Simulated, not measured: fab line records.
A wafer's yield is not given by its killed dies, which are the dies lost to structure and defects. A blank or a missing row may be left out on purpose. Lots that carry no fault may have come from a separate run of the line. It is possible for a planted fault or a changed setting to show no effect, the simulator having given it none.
Struck lot and sound lot, side by side | flow nand-harc | 13 steps out of a route of 1302
Sound: wafers L977.2, L977.5, L977.6. Struck: wafer L984.2. (L984.6 of the same lot was not struck and is left out.) The cause comes at the end.
Per side, at each step with rows, come the tool, then ch with its chambers, and then its first start. Under that, the readings that differ: sound wafers | struck wafers | difference of the means | sigmas: that difference in standard deviations of wafers without a fault.
alike: readings with means less than 2 such deviations apart, plus words and numbers identical on both sides. not compared: withheld readings, readings lacking a value on some wafer, bounds such as >300 that could conceal the same value, and numbers that have no deviation in the record and whose values overlap.
A row with sigmas, a row that says differs or no value, or rows on one side alone: a step with any of these is where the two part. Numbers that don't overlap but have no deviation are shown without sigmas and don't part them. A reading that every wafer of one side lacks parts them only if that side has two wafers or more.

NHARC_A_STAIRCASE_STRIP_475: strips in O2, time 20 s.
  sound on rie-diel-08 ch 1,2; struck on rie-diel-08 ch 2, day 22 21:52
  alike: drypump-motor-current-A, oes-product-au, rf-vpp-V, showerhead-plenum-p-Torr, throttle-valve-pct
  not compared: rf-hours-counter-h
NHARC_A_STAIRCASE_DEP_471: deposits SiO2, target thk 100 nm.
  sound on pecvd-03 ch 1,2, day 19 21:11; struck on pecvd-04 ch 2, day 22 22:00
  alike: flow-sccm, heater-power-w, throttle-valve-pct
NHARC_A_STAIRCASE_CMP_472: polishes SiO2.
  sound on cmp-01 ch 0,3, day 19 21:26; struck on cmp-02 ch 0, day 22 22:14
  reading             | sound          | struck | difference | sigmas
  motor-current-A (A) | 14.0 13.5 11.1 | 9.8    | -3.1       | -2
then, 1 step without rows for these wafers: NHARC_A_STAIRCASE_SRD_474.
NHARC_A_STAIRCASE_INSPECT_155:
  struck on defect-inspect-01, day 22 22:34; sound on defect-inspect-02, day 19 21:44
  alike: raw-defect-count
NHARC_A_SGD_CUT_DEP_00: deposits SiNx, target thk 50 nm.
  sound on pecvd-02 ch 0,1,2, day 19 21:52; struck on pecvd-03 ch 2, day 22 22:41
  alike: heater-power-w
then, 5 steps without rows for these wafers: NHARC_A_SGD_CUT_DEHYDRATE_01 (time 120 s); NHARC_A_SGD_CUT_HMDS_02 (time 30 s); NHARC_A_SGD_CUT_COAT_56 (time 75 s); NHARC_A_SGD_CUT_COAT_57 (time 65 s); NHARC_A_SGD_CUT_COAT_03 (resist thk 90 nm).
NHARC_A_SGD_CUT_SOFTBAKE_04: time 55 s.
  sound on litho-track-06 ch 0, day 19 22:00; struck on litho-track-06 ch 0, day 22 22:00
  reading                  | sound                | struck | difference | sigmas
  heater-power-total-W (W) | 188.41 188.68 188.38 | 244.39 | +55.90     | +99 or more
then, 1 step without rows for these wafers: NHARC_A_SGD_CUT_EBR_05.

## WHERE THEY PART
First at NHARC_A_STAIRCASE_CMP_472; last, within this record, at NHARC_A_SGD_CUT_SOFTBAKE_04.

WHY: what the simulator had put in
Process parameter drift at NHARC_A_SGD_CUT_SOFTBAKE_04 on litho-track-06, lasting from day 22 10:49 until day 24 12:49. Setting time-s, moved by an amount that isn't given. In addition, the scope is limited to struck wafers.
